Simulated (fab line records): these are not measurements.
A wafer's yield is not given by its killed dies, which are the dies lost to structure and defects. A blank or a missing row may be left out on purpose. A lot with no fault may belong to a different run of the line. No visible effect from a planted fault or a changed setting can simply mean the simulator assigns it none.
Split-lot study / flow n5 finfet / route with 1938 steps; 7 lots, 39 wafers read

ABOUT THE SPLIT
At N5_BEOL_M3_TRENCH_ETCH_37 (etches SiOC in C4F6/O2, target depth 55.555 nm, time 29.2 s), the setting time s was moved away from the recipe's 29.2 s on 15 of the 39 wafers read, by -49.0% to +40.2%. For the rest of the wafers, this setting stayed at what the recipe calls for.

FROM THE SPLIT TO THE READING: what the file shows between them, 2 steps
- N5_BEOL_M3_ETCH_41: etches SiCN in CH3F/O2, target depth 29.9 nm, time 52.5 s
- N5_BEOL_M3_STRIP_97: strips in N2/H2, time 10 s

THE READING
trench depth nm, in nm, at N5_BEOL_M3_OCD_MEAS_38. A value of 55.6 nm with a standard deviation of 1.1 nm is what fault-free wafers of this fab line usually give.

wafer=L077.1; tool, chamber at the split=rie diel-03, 1; time s as run, s=29.2; against the recipe=recipe; trench depth nm, nm=55.0; against lot-mates on the recipe=-
wafer=L077.2; tool, chamber at the split=rie diel-03, 3; time s as run, s=29.2; against the recipe=recipe; trench depth nm, nm=54.4; against lot-mates on the recipe=-
wafer=L077.3; tool, chamber at the split=rie diel-03, 0; time s as run, s=29.2; against the recipe=recipe; trench depth nm, nm=55.9; against lot-mates on the recipe=-
wafer=L077.4; tool, chamber at the split=rie diel-03, 2; time s as run, s=29.2; against the recipe=recipe; trench depth nm, nm=55.7; against lot-mates on the recipe=-
wafer=L077.5; tool, chamber at the split=rie diel-03, 2; time s as run, s=29.2; against the recipe=recipe; trench depth nm, nm=55.2; against lot-mates on the recipe=-
wafer=L077.6; tool, chamber at the split=rie diel-03, 1; time s as run, s=29.2; against the recipe=recipe; trench depth nm, nm=55.3; against lot-mates on the recipe=-
wafer=L081.1; tool, chamber at the split=rie diel-03, 1; time s as run, s=34.51; against the recipe=+18.2%; trench depth nm, nm=65.4; against lot-mates on the recipe=+9.0
wafer=L081.2; tool, chamber at the split=rie diel-03, 0; time s as run, s=29.2; against the recipe=recipe; trench depth nm, nm=56.7; against lot-mates on the recipe=-
wafer=L081.3; tool, chamber at the split=rie diel-03, 2; time s as run, s=29.2; against the recipe=recipe; trench depth nm, nm=55.0; against lot-mates on the recipe=-
wafer=L081.4; tool, chamber at the split=rie diel-03, 3; time s as run, s=29.2; against the recipe=recipe; trench depth nm, nm=57.4; against lot-mates on the recipe=-
wafer=L081.5; tool, chamber at the split=rie diel-03, 1; time s as run, s=34.51; against the recipe=+18.2%; trench depth nm, nm=64.4; against lot-mates on the recipe=+8.0
wafer=L081.6; tool, chamber at the split=rie diel-03, 0; time s as run, s=34.51; against the recipe=+18.2%; trench depth nm, nm=66.4; against lot-mates on the recipe=+10.0
wafer=L083.1; tool, chamber at the split=rie diel-02, 0; time s as run, s=23.58; against the recipe=-19.2%; trench depth nm, nm=44.9; against lot-mates on the recipe=-11.0
wafer=L083.2; tool, chamber at the split=rie diel-02, 3; time s as run, s=29.2; against the recipe=recipe; trench depth nm, nm=58.2; against lot-mates on the recipe=-
wafer=L083.3; tool, chamber at the split=rie diel-02, 1; time s as run, s=29.2; against the recipe=recipe; trench depth nm, nm=55.2; against lot-mates on the recipe=-
wafer=L083.4; tool, chamber at the split=rie diel-02, 2; time s as run, s=29.2; against the recipe=recipe; trench depth nm, nm=54.2; against lot-mates on the recipe=-
wafer=L083.5; tool, chamber at the split=rie diel-02, 3; time s as run, s=23.58; against the recipe=-19.2%; trench depth nm, nm=46.4; against lot-mates on the recipe=-9.5
wafer=L083.6; tool, chamber at the split=rie diel-02, 0; time s as run, s=23.58; against the recipe=-19.2%; trench depth nm, nm=45.4; against lot-mates on the recipe=-10.5
wafer=L087.1; tool, chamber at the split=rie diel-02, 0; time s as run, s=37.03; against the recipe=+26.8%; trench depth nm, nm=70.8; against lot-mates on the recipe=+13.9
wafer=L087.2; tool, chamber at the split=rie diel-02, 3; time s as run, s=29.2; against the recipe=recipe; trench depth nm, nm=57.5; against lot-mates on the recipe=-
wafer=L087.3; tool, chamber at the split=rie diel-02, 1; time s as run, s=37.03; against the recipe=+26.8%; trench depth nm, nm=70.6; against lot-mates on the recipe=+13.7
wafer=L087.4; tool, chamber at the split=rie diel-02, 1; time s as run, s=29.2; against the recipe=recipe; trench depth nm, nm=55.6; against lot-mates on the recipe=-
wafer=L087.5; tool, chamber at the split=rie diel-02, 0; time s as run, s=37.03; against the recipe=+26.8%; trench depth nm, nm=71.1; against lot-mates on the recipe=+14.2
wafer=L087.6; tool, chamber at the split=rie diel-02, 3; time s as run, s=29.2; against the recipe=recipe; trench depth nm, nm=57.5; against lot-mates on the recipe=-
wafer=L090.1; tool, chamber at the split=rie diel-03, 0; time s as run, s=29.2; against the recipe=recipe; trench depth nm, nm=55.8; against lot-mates on the recipe=-
wafer=L090.2; tool, chamber at the split=rie diel-03, 1; time s as run, s=40.94; against the recipe=+40.2%; trench depth nm, nm=76.5; against lot-mates on the recipe=+20.8
wafer=L090.3; tool, chamber at the split=rie diel-03, 3; time s as run, s=40.94; against the recipe=+40.2%; trench depth nm, nm=79.0; against lot-mates on the recipe=+23.3
wafer=L090.4; tool, chamber at the split=rie diel-03, 2; time s as run, s=29.2; against the recipe=recipe; trench depth nm, nm=54.6; against lot-mates on the recipe=-
wafer=L090.5; tool, chamber at the split=rie diel-03, 3; time s as run, s=29.2; against the recipe=recipe; trench depth nm, nm=56.7; against lot-mates on the recipe=-
wafer=L090.6; tool, chamber at the split=rie diel-03, 0; time s as run, s=40.94; against the recipe=+40.2%; trench depth nm, nm=78.8; against lot-mates on the recipe=+23.1
wafer=L092.2; tool, chamber at the split=rie diel-03, 0; time s as run, s=29.2; against the recipe=recipe; trench depth nm, nm=56.4; against lot-mates on the recipe=-
wafer=L092.3; tool, chamber at the split=rie diel-03, 3; time s as run, s=29.2; against the recipe=recipe; trench depth nm, nm=56.5; against lot-mates on the recipe=-
wafer=L092.5; tool, chamber at the split=rie diel-03, 0; time s as run, s=29.2; against the recipe=recipe; trench depth nm, nm=55.5; against lot-mates on the recipe=-
wafer=L093.1; tool, chamber at the split=rie diel-03, 1; time s as run, s=14.89; against the recipe=-49.0%; trench depth nm, nm=27.7; against lot-mates on the recipe=-29.0
wafer=L093.2; tool, chamber at the split=rie diel-03, 2; time s as run, s=14.89; against the recipe=-49.0%; trench depth nm, nm=27.9; against lot-mates on the recipe=-28.8
wafer=L093.3; tool, chamber at the split=rie diel-03, 3; time s as run, s=29.2; against the recipe=recipe; trench depth nm, nm=57.9; against lot-mates on the recipe=-
wafer=L093.4; tool, chamber at the split=rie diel-03, 0; time s as run, s=29.2; against the recipe=recipe; trench depth nm, nm=57.4; against lot-mates on the recipe=-
wafer=L093.5; tool, chamber at the split=rie diel-03, 1; time s as run, s=29.2; against the recipe=recipe; trench depth nm, nm=54.9; against lot-mates on the recipe=-
wafer=L093.6; tool, chamber at the split=rie diel-03, 0; time s as run, s=14.89; against the recipe=-49.0%; trench depth nm, nm=29.1; against lot-mates on the recipe=-27.6

THE FIT
A straight line over all 39 wafers: trench depth nm changes by +0.555 nm for each +1% of time s; r = +1.00; the points scatter about the line by 1.1 nm.
The same after taking each lot's own level away (the mean of its wafers on the recipe; 39 wafers): +0.559 nm for each +1%; r = +1.00; scatter 1.1 nm.
Per that fit: largest time s move, reading shift of 27 nm.
Across the lots, their own levels run from 55.25 to 56.87 nm, a range of 1.5 times the standard deviation given above.
The two slopes agree, so the slope changes little with the lot-to-lot level.
Check: for one of the wafers moved furthest among these (-49.0%), held out of the fit, the line's prediction against its lot-mates is -27.3 nm. Against them it came out at -29 nm.

OTHER SPLITS ON THESE WAFERS
Before the reading, these wafers also passed through other splits. Each is held against what the fit with the lots' levels taken away leaves over:
other split on the same wafers=N5_SDB_CUT_ETCH_26 target depth a; wafers away from the commonest value=12; r with trench depth nm (lot level and that fit taken away)=-0.02
other split on the same wafers=N5_MOL_CONTACT_COAG_VIA_ETCH_46 target depth a; wafers away from the commonest value=15; r with trench depth nm (lot level and that fit taken away)=-0.08

THE WHOLE CHAIN: every reading that the file lists as answering this split, in the file's order
step=N5_BEOL_M3_TRENCH_ETCH_37; what it does=etches SiOC in C4F6/O2, target depth 55.555 nm, time 29.2 s; reading=BEOL_M3.feature depth nm (the simulator's own value, which no gauge read); change (the file's fit)=+0.557 nm for each +1% of the setting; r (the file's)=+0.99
step=N5_BEOL_M3_TRENCH_ETCH_37; what it does=etches SiOC in C4F6/O2, target depth 55.555 nm, time 29.2 s; reading=etch.depth nm (the simulator's own value, which no gauge read); change (the file's fit)=+0.558 nm for each +1% of the setting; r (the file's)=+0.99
step=N5_BEOL_M3_TRENCH_ETCH_37; what it does=etches SiOC in C4F6/O2, target depth 55.555 nm, time 29.2 s; reading=TiN_of_BEOL_M3_HM_DEP_02.thk nm (the simulator's own value, which no gauge read); change (the file's fit)=-0.0257 nm for each +1% of the setting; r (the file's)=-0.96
step=N5_BEOL_M3_OCD_MEAS_38; what it does=; reading=trench depth nm; change (the file's fit)=+0.558 nm for each +1% of the setting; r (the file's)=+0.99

FILE'S OWN FIT
trench depth nm changes by +0.558 nm for each +1% of time s, r = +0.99.
